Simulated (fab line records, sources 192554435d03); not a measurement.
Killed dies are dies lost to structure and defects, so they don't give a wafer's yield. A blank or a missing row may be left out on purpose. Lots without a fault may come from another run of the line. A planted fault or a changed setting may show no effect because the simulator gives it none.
Which tool did it? | flow n5_finfet | 22 lots, 66 wafers sampled, at 1 step of a route of 1938

WHAT THE GAUGES READ, wafer by wafer
N5_START_INSPECT_01: inspects for defects (unpatterned scan). Usual: raw_defect_count 5.6, standard deviation 2.9.
lot  | measured    | on                | raw_defect_count | flag
L074 | day 1 12:02 | defect_inspect-02 | 7 3 6            |
L075 | day 1 18:02 | defect_inspect-02 | 7 6 8            |
L076 | day 2 00:02 | defect_inspect-01 | 8 6 2            |
L077 | day 2 06:02 | defect_inspect-01 | 11 4 0           |
L078 | day 2 12:02 | defect_inspect-02 | 3 3 10           |
L079 | day 2 18:02 | defect_inspect-02 | 6 6 7            |
L080 | day 3 00:02 | defect_inspect-01 | 4 8 4            |
L082 | day 3 12:02 | defect_inspect-02 | 5 4 7            |
L083 | day 3 18:02 | defect_inspect-01 | 5 4 7            |
L084 | day 4 00:02 | defect_inspect-01 | 3 7 10           |
L085 | day 4 06:02 | defect_inspect-01 | 5 1 2            |
L086 | day 4 12:02 | defect_inspect-01 | 7 2 4            |
L087 | day 4 18:02 | defect_inspect-01 | 4 8 9            |
L088 | day 5 00:16 | defect_inspect-01 | 1 7 8            |
L089 | day 5 06:02 | defect_inspect-01 | 7 8 4            |
L090 | day 5 12:02 | defect_inspect-01 | 4 6 4            |
L092 | day 6 00:02 | defect_inspect-01 | 10 2 8           |
L093 | day 6 06:02 | defect_inspect-02 | 6 11 5           |
L094 | day 6 12:02 | defect_inspect-01 | 5 6 5            |
L095 | day 6 18:02 | defect_inspect-01 | 1 8 4            |
L096 | day 7 00:02 | defect_inspect-01 | 2 3 5            |
L097 | day 7 06:02 | defect_inspect-01 | 6 5 5            |

WHICH TOOL RAN EACH LOT (tool, then ch and the chambers of the sampled wafers, then the start)
The record holds no process step before these readings.

WHAT THE TOOLS THEMSELVES READ (means of the sampled wafers that have a number; where no wafer has one, the mark that the record gives instead)
The record holds no such reading with a usual standard deviation.

THE ANSWER, worked out from the rows above alone
Rule: a lot is off if the mean of its wafers that have a number lies more than 3 standard deviations from the usual mean. A lot without any number at a reading at which 4 lots or more have one is off too. The other lots that the step has rows for count as sound. The gauges are gone through in route order, then the tools' own readings, and for those a lot's mean is taken as printed above. The first step at which some lot is off is used, and at that step the reading that is off furthest; a lot without a number counts as furthest.
No lot is off at any reading shown: from this, nothing can be told.

WHAT THE SIMULATOR HAD PUT IN
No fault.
